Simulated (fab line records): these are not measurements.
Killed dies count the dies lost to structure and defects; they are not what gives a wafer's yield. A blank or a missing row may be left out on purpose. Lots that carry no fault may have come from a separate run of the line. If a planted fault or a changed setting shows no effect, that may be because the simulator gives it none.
Code-filled problem report in 8D (eight disciplines) form    flow nand-harc    the parts of the form that need people (team, actions taken, sign-off) are left out

1. WHAT WENT WRONG
Wafers without a fault read 630.02 C, standard deviation 0.29; susceptor-temp-C at NHARC_A_CHANNEL_FILL_D2_ALD_15 reads a mean of 677.43 C on 6 wafers belonging to 2 lots. So: +99 or more standard deviations from the usual mean.
The step: deposits SiNx, target thk 2 nm, pulse time 60 s, ald cycles 19.
First seen on wafer L676.1, day 18 16:54, on ald-sin-batch-03. At this step, 30 wafers from 10 lots have a number in the record. Rule for "out" (also "out of limits"): further than 4 standard deviations from the usual mean. The other wafers with a number count as sound.

2. WHAT IT IS AND WHAT IT IS NOT
question                     is                      is not
which readings at this step  susceptor-temp-C        -
which lots                   L676, L678              L668, L669, L672, L677, L684, L685, L687, L689
which wafers of those lots   all that have a number  -
read on which tools          ald-sin-batch-03        ald-sin-batch-01, ald-sin-batch-02
when                         from day 18 16:54       up to then (9 sound wafers); but 15 sound wafers of L677, L684, L685, L687, L689 came after

3. THE SUSPECTS, EACH WITH WHAT RULES IT OUT
Counting: a tool stays on the suspect list if, at a process step up to the reading, it processed all lots that are out and no sound lot following the first of them.
- ald-sin-batch-03 at NHARC_A_CHANNEL_FILL_D2_ALD_15 (deposits SiNx, target thk 2 nm, pulse time 60 s, ald cycles 19): kept. Every lot that is out went through it, starting with L676 (day 18 16:54), and after that it ran no sound lot; the last sound lot it ran before then is L672 (day 16 11:32). On those wafers its own readings are out: susceptor-temp-C.
Remaining after the count: ald-sin-batch-03 at NHARC_A_CHANNEL_FILL_D2_ALD_15.

4. THE CAUSE (what the simulator had put in)
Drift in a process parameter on ald-sin-batch-03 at NHARC_A_CHANNEL_FILL_D2_ALD_15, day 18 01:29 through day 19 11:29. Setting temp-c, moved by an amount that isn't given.
The count eliminated every tool but this one.

5. THE CHAIN OF EFFECTS, in route order
Each row: a reading where the mean over the struck wafers with a number is more than 3 standard deviations away from the usual. Only readings for which the record gives a usual standard deviation are gone through. hours: the time from each lot's start at the first step in this table that gives one to its start at this step, as a median over the lots. sigmas: the change in usual standard deviations.
hours  step                            reading           usual     on struck wafers  change  sigmas
0      NHARC_A_CHANNEL_FILL_D2_ALD_15  susceptor-temp-C  630.02 C  677.43            +47.41  +99 or more
Here are the process steps it includes:
- NHARC_A_CHANNEL_FILL_D2_ALD_15: deposits SiNx, target thk 2 nm, pulse time 60 s, ald cycles 19.

6. WHAT WOULD HAVE CAUGHT IT SOONER
In this record no reading fell out of limits until day 18 16:54, 15 hours after the fault had begun at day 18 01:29.
